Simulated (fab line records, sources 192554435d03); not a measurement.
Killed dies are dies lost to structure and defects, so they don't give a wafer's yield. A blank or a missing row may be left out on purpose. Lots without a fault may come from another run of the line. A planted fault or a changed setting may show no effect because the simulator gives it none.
Chamber matching | flow n5_finfet | N5_BEOL_M1_STRIP_36 on rie_diel-03: 4 sister chambers
The step strips in N2/H2. 18 wafers are shown with their chamber, then 9 later ones without.

WAFERS WITH THEIR CHAMBER
wafer  | chamber | showerhead_plenum_p_Torr (Torr) | drypump_motor_current_A (A) | throttle_valve_pct (%)
L074.2 | 1       | 2.40                            | 5.7                         | 23.4
L074.4 | 0       | 2.51                            | 6.2                         | 23.8
L074.5 | 1       | 2.40                            | 5.7                         | 23.4
L079.2 | 0       | 2.50                            | 6.2                         | 23.9
L079.3 | 3       | 2.62                            | 5.6                         | 23.8
L079.6 | 0       | 2.50                            | 6.2                         | 23.9
L080.3 | 3       | 2.62                            | 5.7                         | 23.8
L080.4 | 1       | 2.39                            | 5.7                         | 23.4
L080.6 | 3       | 2.62                            | 5.7                         | 23.8
L082.1 | 0       | 2.50                            | 6.2                         | 23.4
L082.2 | 2       | 2.57                            | 6.6                         | 22.8
L082.3 | 3       | 2.62                            | 5.7                         | 23.8
L083.2 | 1       | 2.39                            | 5.7                         | 23.4
L083.5 | 1       | 2.39                            | 5.7                         | 23.4
L083.6 | 2       | 2.57                            | 6.6                         | 22.8
L087.1 | 2       | 2.57                            | 6.7                         | 22.8
L087.2 | 0       | 2.50                            | 6.2                         | 23.4
L087.4 | 1       | 2.39                            | 5.6                         | 23.4

SIGNATURES (means of the wafers above)
reading                  | chamber 0 | chamber 1 | chamber 2 | chamber 3 | scatter within a chamber
showerhead_plenum_p_Torr | 2.5020    | 2.3933    | 2.5700    | 2.6200    | 0.0039
drypump_motor_current_A  | 6.200     | 5.683     | 6.633     | 5.675     | 0.0401
throttle_valve_pct       | 23.680    | 23.400    | 22.800    | 23.800    | 0.138
Rule: a wafer's distance from a chamber is the root of the sum, over the readings, of the square of ((its reading less the chamber's mean) divided by the reading's scatter). The wafer belongs to the nearest chamber; if the next one is less than 2 further off, it can't be placed. The scatter: the root of (the sum of the squares of (reading less its chamber's mean) over the shown wafers, divided by (wafers less chambers)).

WAFERS WITHOUT THEIR CHAMBER
wafer  | showerhead_plenum_p_Torr (Torr) | drypump_motor_current_A (A) | throttle_valve_pct (%)
L089.1 | 2.50                            | 6.2                         | 23.4
L089.4 | 2.61                            | 5.7                         | 23.8
L089.6 | 2.61                            | 5.7                         | 23.9
L093.2 | 2.56                            | 6.6                         | 22.8
L093.3 | 2.50                            | 6.3                         | 23.4
L093.5 | 2.38                            | 5.7                         | 23.4
L097.3 | 2.61                            | 5.7                         | 23.9
L097.5 | 2.61                            | 5.7                         | 23.9
L097.6 | 2.56                            | 6.6                         | 22.8

WHICH CHAMBER EACH WENT THROUGH
wafer  | from the rows above | in truth
L089.1 | 0                   | 0
L089.4 | 3                   | 3
L089.6 | 3                   | 3
L093.2 | 2                   | 2
L093.3 | 0                   | 0
L093.5 | 1                   | 1
L097.3 | 3                   | 3
L097.5 | 3                   | 3
L097.6 | 2                   | 2
Placed correctly: 9 of 9. Can't be placed from these rows: 0. Placed wrongly: 0.
